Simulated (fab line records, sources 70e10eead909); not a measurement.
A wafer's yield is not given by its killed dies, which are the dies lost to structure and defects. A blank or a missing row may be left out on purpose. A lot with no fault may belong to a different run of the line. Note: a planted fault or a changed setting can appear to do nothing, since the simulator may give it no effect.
Struck lot and sound lot, side by side || flow nandHarc || 14 out of 1302 route steps
Sound: these wafers, L405.1, L405.5, L405.6. Wafers struck: L404.2, L404.3, L404.5. Last of all comes the cause.
At each step with rows: each side's tool, then ch and its chambers, then its first start. Under that, the readings that differ: sound wafers || struck wafers || difference of the means || sigmas: that difference in standard deviations of wafers without a fault.
alike: readings whose means differ by less than 2 such deviations, and words and numbers that are the same on both sides. not compared: withheld readings, readings that some wafer has no value for, bounds like >300 that may hide the same value, and numbers for which the record gives no deviation and whose values overlap.
The two part at a step that has a row with sigmas, a row that says differs or no value, or rows on one side only. Non-overlapping numbers with no deviation appear without sigmas and do not part them. Lack of a reading on every wafer of one side parts them only where that side has two or more wafers.

first, 1 step without rows for these wafers: NHARC_P_M2_PRE_CLEAN_30 (time 30 s).
NHARC_P_M2_PVD_20: deposits TaN, target thk 5 nm, time 8.06 s.
  sound on pvdSputter-03; struck on pvdSputter-01
  alike: cathodeDcPowerW, throttleValvePct
then, 2 steps without rows for these wafers: NHARC_P_M2_PVD_21 (deposits Cu, target thk 30 nm, time 20.49 s); NHARC_P_M2_ECD_22 (material Cu, target thk 400 nm).
NHARC_P_M2_ANNEAL_31: time 90 s.
  sound on rtpAnneal-02 ch 0, day 8 16:22; struck on rtpAnneal-02 ch 0, day 8 17:16
  alike: wafer_temp_C_max
NHARC_P_M2_CMP_23: polishes, t overpolish 20 s, target thk 144.3 nm.
  sound on cmp-03 ch 1,2, day 8 16:42; struck on cmp-01 ch 1,2,3, day 8 17:37
  alike: motorCurrentA, timeToEndpointS
NHARC_P_M2_THK_MEAS_24: measures by xrf.
  sound on filmMetro-01 at day 8 17:01; struck on filmMetro-01 at day 8 17:52
  alike: thkNm
after that, 1 step had no rows for these wafers: NHARC_P_M2_SRD_25.
NHARC_P_M2_INSPECT_27:
  sound on defectInspect-02 at day 8 17:11; struck on defectInspect-01 at day 8 18:01
  alike: rawDefectCount
then, 1 step without rows for these wafers: NHARC_P_M2_PRE_CLEAN_32 (time 12 s).
NHARC_P_M2_DEP_33: deposits SiCN, target thk 30 nm.
  sound on pecvd-04 ch 0,2, day 8 17:26; struck on pecvd-01 ch 0,1,2, day 8 18:13
  alike: chamberPressureTorr, heaterPowerOuterW, heaterPowerW, showerheadVppV
NHARC_P_BONDPAD_DEP_00: deposits SiCN, target thk 250 nm.
  sound on pecvd-02 ch 0,1, day 8 17:48; struck on pecvd-02 ch 1,2, day 8 18:35
  no value came back on the struck wafers for chamberPressureTorr (Torr), heaterPowerOuterW (W), heaterPowerW (W), showerheadVppV (V); on the sound wafers chamberPressureTorr (Torr) reads 3.001 3.003 3.008
NHARC_P_BONDPAD_CMP_32: polishes SiCN, target thk 200 nm.
  sound on cmp-03 ch 1,2,3, day 8 18:14; struck on cmp-01 ch 0,1,3, day 8 19:02
  alike: motorCurrentA
after that, 1 step had no rows for these wafers: NHARC_P_BONDPAD_SRD_34.

## WHERE THEY PART
Only at NHARC_P_BONDPAD_DEP_00, within this record. Later steps at which nothing parts them and some readings are alike: NHARC_P_BONDPAD_CMP_32.

WHY: the cause the simulator had injected
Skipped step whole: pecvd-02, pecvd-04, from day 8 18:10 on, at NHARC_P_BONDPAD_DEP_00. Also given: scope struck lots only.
